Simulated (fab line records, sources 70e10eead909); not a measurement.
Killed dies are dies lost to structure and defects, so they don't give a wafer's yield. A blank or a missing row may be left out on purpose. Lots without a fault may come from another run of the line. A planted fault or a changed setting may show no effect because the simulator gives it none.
Chamber matching | flow nand_harc | NHARC_P_CONTACT_ALD_22 on ald_metal-03: 4 sister chambers
The step deposits TiN, target thk 3 nm, pulse time 1 s, ald cycles 150. 14 wafers are shown with their chamber, then 7 later ones without.

WAFERS WITH THEIR CHAMBER
wafer  | chamber | heater_power_w (W) | precursor_pulse_height_rel
L074.1 | 0       | 838                | 1.005
L074.4 | 1       | 1154               | 0.999
L074.5 | 0       | 853                | 1.031
L079.3 | 2       | 1121               | 0.977
L079.5 | 2       | 1129               | 1.010
L079.6 | 1       | 1204               | 0.987
L081.1 | 0       | 834                | 0.986
L081.2 | 2       | 1121               | 1.007
L081.3 | 1       | 1146               | 1.029
L085.2 | 3       | 1123               | 0.991
L085.3 | 1       | 1176               | 0.955
L085.4 | 2       | 1081               | 1.015
L089.3 | 3       | 1115               | 0.987
L089.4 | 1       | 1228               | 1.024

SIGNATURES (means of the wafers above)
reading                    | chamber 0 | chamber 1 | chamber 2 | chamber 3 | scatter within a chamber
heater_power_w             | 841.67    | 1181.60   | 1113.00   | 1119.00   | 25.2
precursor_pulse_height_rel | 1.00733   | 0.99880   | 1.00225   | 0.98900   | 0.0235
Rule: a wafer's distance from a chamber is the root of the sum, over the readings, of the square of ((its reading less the chamber's mean) divided by the reading's scatter). The wafer belongs to the nearest chamber; if the next one is less than 2 further off, it can't be placed. The scatter: the root of (the sum of the squares of (reading less its chamber's mean) over the shown wafers, divided by (wafers less chambers)).

WAFERS WITHOUT THEIR CHAMBER
wafer  | heater_power_w (W) | precursor_pulse_height_rel
L089.5 | 1125               | 1.028
L094.1 | 1134               | 1.009
L094.4 | 829                | 1.017
L094.5 | 1135               | 1.009
L095.2 | 1135               | 1.010
L095.5 | 1181               | 0.987
L095.6 | 1103               | 0.960

WHICH CHAMBER EACH WENT THROUGH
wafer  | from the rows above          | in truth
L089.5 | can't be placed: 2 or 3 or 1 | 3
L094.1 | can't be placed: 2 or 3 or 1 | 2
L094.4 | 0                            | 0
L094.5 | can't be placed: 2 or 3 or 1 | 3
L095.2 | can't be placed: 2 or 3 or 1 | 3
L095.5 | can't be placed: 1 or 3      | 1
L095.6 | can't be placed: 3 or 2      | 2
Placed correctly: 1 of 7. Can't be placed from these rows: 6 (the true chamber is among the candidates in 6). Placed wrongly: 0.
